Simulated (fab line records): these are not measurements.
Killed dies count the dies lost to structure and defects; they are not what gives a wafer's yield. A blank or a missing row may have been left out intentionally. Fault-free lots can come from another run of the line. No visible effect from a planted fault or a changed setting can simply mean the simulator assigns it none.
Matching of chambers :: flow n5-finfet :: 3 sister chambers for N5_BEOL_M1_PRE_CLEAN_60 on cvd-co-01
The step time 15 s. 6 wafers are shown with their chamber, then 12 later ones without.

## WAFERS PAIRED WITH THEIR CHAMBERS
wafer: L087.2
chamber: 1
heater-power-w (W): 97

wafer: L089.4
chamber: 2
heater-power-w (W): 91

wafer: L089.6
chamber: 0
heater-power-w (W): 87

wafer: L091.1
chamber: 0
heater-power-w (W): 83

wafer: L091.2
chamber: 1
heater-power-w (W): 95

wafer: L091.4
chamber: 2
heater-power-w (W): 96

## WAFERS WITH NO CHAMBER GIVEN
wafer: L093.2
heater-power-w (W): 87

wafer: L093.4
heater-power-w (W): 96

wafer: L093.6
heater-power-w (W): 83

wafer: L076.2
heater-power-w (W): 83

wafer: L076.3
heater-power-w (W): 97

wafer: L076.5
heater-power-w (W): 86

wafer: L095.1
heater-power-w (W): 85

wafer: L095.3
heater-power-w (W): 92

wafer: L095.6
heater-power-w (W): 98

wafer: L096.1
heater-power-w (W): 98

wafer: L096.3
heater-power-w (W): 98

wafer: L096.4
heater-power-w (W): 95

## WHICH CHAMBER EACH WENT THROUGH
wafer: L093.2
from the rows above: can't be placed: 0 or 2
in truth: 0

wafer: L093.4
from the rows above: can't be placed: 1 or 2
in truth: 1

wafer: L093.6
from the rows above: 0
in truth: 0

wafer: L076.2
from the rows above: 0
in truth: 0

wafer: L076.3
from the rows above: can't be placed: 1 or 2
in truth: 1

wafer: L076.5
from the rows above: 0
in truth: 0

wafer: L095.1
from the rows above: 0
in truth: 0

wafer: L095.3
from the rows above: can't be placed: 2 or 1
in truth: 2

wafer: L095.6
from the rows above: can't be placed: 1 or 2
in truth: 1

wafer: L096.1
from the rows above: can't be placed: 1 or 2
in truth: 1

wafer: L096.3
from the rows above: can't be placed: 1 or 2
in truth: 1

wafer: L096.4
from the rows above: can't be placed: 1 or 2
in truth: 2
Placed correctly: 4 of 12. Not placeable from these rows: 8 (in 8, the candidates include the true chamber). Placed wrongly: 0.
How it was worked out, from the rows above alone: a wafer's distance from a chamber is the root of the sum, over the readings, of the square of ((its reading less the chamber's mean) divided by the reading's scatter). The wafer belongs to the nearest chamber; if the next one is less than 2 further off, it can't be placed. A chamber's mean is the mean of its shown wafers. The scatter is the square root of a quotient: the sum, over the shown wafers, of each reading's squared deviation from its chamber's mean, divided by wafers minus chambers.
